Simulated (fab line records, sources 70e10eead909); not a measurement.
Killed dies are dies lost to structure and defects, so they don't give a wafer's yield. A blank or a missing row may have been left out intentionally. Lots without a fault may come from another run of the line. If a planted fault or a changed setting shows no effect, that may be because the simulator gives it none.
The tool behind it: which one?	flow nand_harc	72 wafers from 24 lots sampled at 4 of the route's 1302 steps

== WHAT THE GAUGES READ, wafer by wafer ==
NHARC_A_BLC_CD_MEAS_10: the cd target is 100 nm. Usual: cd_nm reads 100.1 nm (standard deviation 0.61).
lot	measured	on	cd_nm (nm)	flag
L074	day 22 18:26	cd_sem-02	99.0 99.7 100.1	
L077	day 23 14:11	cd_sem-03	100.0 99.8 100.1	
L076	day 23 14:13	cd_sem-02	100.0 99.0 100.1	
L075	day 23 15:50	cd_sem-03	99.4 100.1 99.8	
L078	day 24 00:46	cd_sem-02	100.1 99.6 99.7	
L080	day 25 02:47	cd_sem-02	99.7 100.6 100.1	
L079	day 25 16:51	cd_sem-03	99.2 99.7 99.2	
L082	day 26 01:52	cd_sem-03	99.5 99.5 99.5	
L081	day 26 02:48	cd_sem-02	100.8 99.4 99.7	
L083	day 26 07:20	cd_sem-01	99.7 100.6 99.4	
L085	day 27 01:21	cd_sem-03	99.4 100.4 100.3	
L084	day 27 01:38	cd_sem-02	100.2 100.3 99.9	
L086	day 27 04:32	cd_sem-01	100.3 100.8 99.9	
L087	day 27 08:24	cd_sem-03	100.8 100.5 100.2	
L088	day 28 02:05	cd_sem-01	100.1 101.0 99.5	
L090	day 29 04:20	cd_sem-02	100.9 101.4 100.8	
L089	day 29 05:59	cd_sem-01	100.5 100.6 101.1	
L092	day 30 01:24	cd_sem-02	99.2 98.6 99.1	
L091	day 30 04:31	cd_sem-01	100.2 99.8 100.3	
L093	day 30 18:47	cd_sem-01	100.5 101.3 101.3	
L095	day 31 22:46	cd_sem-03	99.4 99.8 100.2	
L097	day 32 05:55	cd_sem-01	100.1 99.8 99.5	
L094	day 32 07:18	cd_sem-01	101.0 101.0 99.8	
L096	day 32 15:13	cd_sem-01	99.4 100.3 100.3	

NHARC_A_BLC_INSPECT_12. Usual: raw_defect_count reads 92 (standard deviation 30).
lot	measured	on	raw_defect_count	flag
L074	day 22 18:34	defect_inspect-02	107 124 119	
L077	day 23 14:19	defect_inspect-01	107 106 93	
L076	day 23 14:20	defect_inspect-02	109 110 117	
L075	day 23 15:58	defect_inspect-02	155 155 128	
L078	day 24 00:53	defect_inspect-01	93 107 105	
L080	day 25 02:55	defect_inspect-01	121 116 100	
L079	day 25 16:59	defect_inspect-01	36 36 31	
L082	day 26 01:59	defect_inspect-02	93 85 90	
L081	day 26 02:55	defect_inspect-02	83 86 76	
L083	day 26 07:28	defect_inspect-02	88 88 78	
L085	day 27 01:28	defect_inspect-01	90 104 81	
L084	day 27 01:45	defect_inspect-01	58 66 70	
L086	day 27 04:40	defect_inspect-01	76 74 76	
L087	day 27 08:31	defect_inspect-01	81 91 86	
L088	day 28 02:12	defect_inspect-02	39 30 23	
L090	day 29 04:28	defect_inspect-02	60 82 67	
L089	day 29 06:07	defect_inspect-01	76 66 83	
L092	day 30 01:31	defect_inspect-01	118 106 115	
L091	day 30 04:38	defect_inspect-01	88 105 90	
L093	day 30 18:54	defect_inspect-01	142 137 158	
L095	day 31 22:54	defect_inspect-01	63 68 76	
L097	day 32 06:02	defect_inspect-01	98 101 120	
L094	day 32 07:25	defect_inspect-01	80 78 79	
L096	day 32 15:20	defect_inspect-01	137 120 136	

NHARC_A_M1_INSPECT_11. Usual: raw_defect_count reads 93 (standard deviation 30).
lot	measured	on	raw_defect_count	flag
L074	day 23 02:49	defect_inspect-01	112 124 112	
L077	day 23 22:15	defect_inspect-01	109 107 91	
L076	day 23 22:51	defect_inspect-01	106 108 117	
L075	day 24 00:02	defect_inspect-01	153 152 130	
L078	day 24 09:30	defect_inspect-02	90 110 101	
L080	day 25 11:37	defect_inspect-02	123 116 102	
L079	day 26 01:19	defect_inspect-01	34 35 27	
L082	day 26 10:24	defect_inspect-02	99 82 84	
L081	day 26 11:29	defect_inspect-01	83 82 74	
L083	day 26 15:48	defect_inspect-01	89 89 85	
L085	day 27 09:46	defect_inspect-01	93 100 78	
L084	day 27 10:20	defect_inspect-01	66 66 70	
L086	day 27 12:55	defect_inspect-01	78 72 80	
L087	day 27 16:58	defect_inspect-01	80 96 80	
L088	day 28 10:22	defect_inspect-01	36 32 19	
L090	day 29 12:31	defect_inspect-02	67 81 65	
L089	day 29 14:44	defect_inspect-02	77 71 84	
L092	day 30 09:52	defect_inspect-01	120 107 112	
L091	day 30 12:57	defect_inspect-01	91 104 95	
L093	day 31 02:46	defect_inspect-01	143 139 151	
L095	day 32 06:52	defect_inspect-01	63 72 81	
L097	day 32 14:01	defect_inspect-01	105 97 118	
L094	day 32 15:31	defect_inspect-01	83 79 80	
L096	day 32 23:26	defect_inspect-01	141 113 133	

== TOOL THAT RAN EACH LOT (tool first, then ch and the chambers of the sampled wafers, then the start) ==
lot	NHARC_A_M0_PVD_20
L074	pvd_sputter-01, day 23 02:49 or earlier
L077	pvd_sputter-02, day 23 22:15 or earlier
L076	pvd_sputter-01, day 23 22:51 or earlier
L075	pvd_sputter-03, day 24 00:02 or earlier
L078	pvd_sputter-01, day 24 09:30 or earlier
L080	pvd_sputter-03, day 25 11:37 or earlier
L079	pvd_sputter-02, day 26 01:19 or earlier
L082	pvd_sputter-02, day 26 10:24 or earlier
L081	pvd_sputter-02, day 26 11:29 or earlier
L083	pvd_sputter-02, day 26 15:48 or earlier
L085	pvd_sputter-01, day 27 09:46 or earlier
L084	pvd_sputter-03, day 27 10:20 or earlier
L086	pvd_sputter-02, day 27 12:55 or earlier
L087	pvd_sputter-01, day 27 16:58 or earlier
L088	pvd_sputter-03, day 28 10:22 or earlier
L090	pvd_sputter-01, day 29 12:31 or earlier
L089	pvd_sputter-02, day 29 14:44 or earlier
L092	pvd_sputter-02, day 30 09:52 or earlier
L091	pvd_sputter-01, day 30 12:57 or earlier
L093	pvd_sputter-02, day 31 02:46 or earlier
L095	pvd_sputter-01, day 32 06:52 or earlier
L097	pvd_sputter-02, day 32 14:01 or earlier
L094	pvd_sputter-01, day 32 15:31 or earlier
L096	pvd_sputter-02, day 32 23:26 or earlier
- NHARC_A_M0_PVD_20: deposits TaN, target thk 5 nm, time 8.06 s.

== WHAT THE TOOLS THEMSELVES READ (means of the sampled wafers that have a number; where no wafer has one, the mark that the record gives instead) ==
NHARC_A_M0_PVD_20. Usual: substrate_temp_c 49.99 C, standard deviation 0.12; throttle_valve_pct 29.9 %, standard deviation 1.2.
lot	tool	substrate_temp_c (C)	throttle_valve_pct (%)	flag
L074	pvd_sputter-01	50.01	29.8	
L077	pvd_sputter-02	50.06	31.1	
L076	pvd_sputter-01	50.03	29.1	
L075	pvd_sputter-03	49.93	29.3	
L078	pvd_sputter-01	49.95	28.7	
L080	pvd_sputter-03	49.90	29.5	
L079	pvd_sputter-02	49.83	30.7	
L082	pvd_sputter-02	49.99	31.0	
L081	pvd_sputter-02	49.93	30.1	
L083	pvd_sputter-02	50.12	30.6	
L085	pvd_sputter-01	50.02	29.9	
L084	pvd_sputter-03	49.88	30.2	
L086	pvd_sputter-02	49.95	30.4	
L087	pvd_sputter-01	49.98	29.9	
L088	pvd_sputter-03	50.04	29.3	
L090	pvd_sputter-01	50.05	29.2	
L089	pvd_sputter-02	49.93	29.9	
L092	pvd_sputter-02	49.96	30.3	
L091	pvd_sputter-01	49.89	30.1	
L093	pvd_sputter-02	50.00	30.0	
L095	pvd_sputter-01	50.00	29.8	
L097	pvd_sputter-02	50.09	29.9	
L094	pvd_sputter-01	50.01	28.4	
L096	pvd_sputter-02	49.95	30.0	

== THE ANSWER, worked out from the rows above alone ==
Rule: a lot counts as off when the mean over its wafers that have a number is more than 3 standard deviations away from the usual mean. A lot without any number at a reading at which 4 lots or more have one is off too. The other lots that the step has rows for count as sound. First the gauges in route order, then the tools' own readings, where a lot's mean is used as printed above. At the first step where some lot is off, the reading lying furthest off is the one used; lots without a number count as furthest.
Across all readings shown, no lot is off: no conclusion can be drawn from this.

== WHAT WAS PUT IN BY THE SIMULATOR ==
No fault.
